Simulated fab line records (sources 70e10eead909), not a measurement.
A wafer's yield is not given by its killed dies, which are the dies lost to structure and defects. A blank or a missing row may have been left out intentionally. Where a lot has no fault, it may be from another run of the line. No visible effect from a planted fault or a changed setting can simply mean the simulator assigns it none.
Matching of chambers / flow nand-harc / rie-diel-10 running NHARC_P_M1_STRIP_18: 4 sister chambers
The step strips in N2/H2. 4 wafers are shown with their chamber, then 12 later ones without.

## WAFERS, EACH WITH ITS CHAMBER
wafer=L085.2; chamber=3; drypump-motor-current-A (A)=6.0
wafer=L090.1; chamber=1; drypump-motor-current-A (A)=5.6
wafer=L091.2; chamber=2; drypump-motor-current-A (A)=5.3
wafer=L091.6; chamber=0; drypump-motor-current-A (A)=5.2

## WAFERS WITH NO CHAMBER GIVEN
wafer=L095.3; drypump-motor-current-A (A)=5.9
wafer=L095.5; drypump-motor-current-A (A)=6.0
wafer=L095.6; drypump-motor-current-A (A)=5.2
wafer=L094.1; drypump-motor-current-A (A)=5.5
wafer=L094.2; drypump-motor-current-A (A)=5.2
wafer=L094.6; drypump-motor-current-A (A)=5.2
wafer=L096.1; drypump-motor-current-A (A)=5.9
wafer=L096.2; drypump-motor-current-A (A)=5.2
wafer=L096.4; drypump-motor-current-A (A)=5.5
wafer=L097.1; drypump-motor-current-A (A)=5.5
wafer=L097.2; drypump-motor-current-A (A)=5.3
wafer=L097.4; drypump-motor-current-A (A)=6.0

## CHAMBER TAKEN BY EACH
wafer=L095.3; from the rows above=3; in truth=3
wafer=L095.5; from the rows above=3; in truth=3
wafer=L095.6; from the rows above=can't be placed: 0 or 2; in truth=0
wafer=L094.1; from the rows above=can't be placed: 1 or 2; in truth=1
wafer=L094.2; from the rows above=can't be placed: 0 or 2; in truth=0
wafer=L094.6; from the rows above=can't be placed: 0 or 2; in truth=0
wafer=L096.1; from the rows above=3; in truth=3
wafer=L096.2; from the rows above=can't be placed: 0 or 2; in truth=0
wafer=L096.4; from the rows above=can't be placed: 1 or 2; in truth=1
wafer=L097.1; from the rows above=can't be placed: 1 or 2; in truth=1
wafer=L097.2; from the rows above=can't be placed: 2 or 0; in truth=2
wafer=L097.4; from the rows above=3; in truth=3
4 of 12 placed correctly. Not placeable from these rows: 8 (in 8, the candidates include the true chamber). 0 placed wrongly.
How it was worked out, from the rows above alone: a wafer's distance from a chamber is the root of the sum, over the readings, of the square of ((its reading less the chamber's mean) divided by the reading's scatter). The wafer belongs to the nearest chamber; if the next one is less than 2 further off, it can't be placed. Each chamber's mean is taken over the wafers shown for it. The scatter (one wafer shown for each chamber): square how far every hidden wafer sits from the nearest shown wafer, average those squares and take the square root.
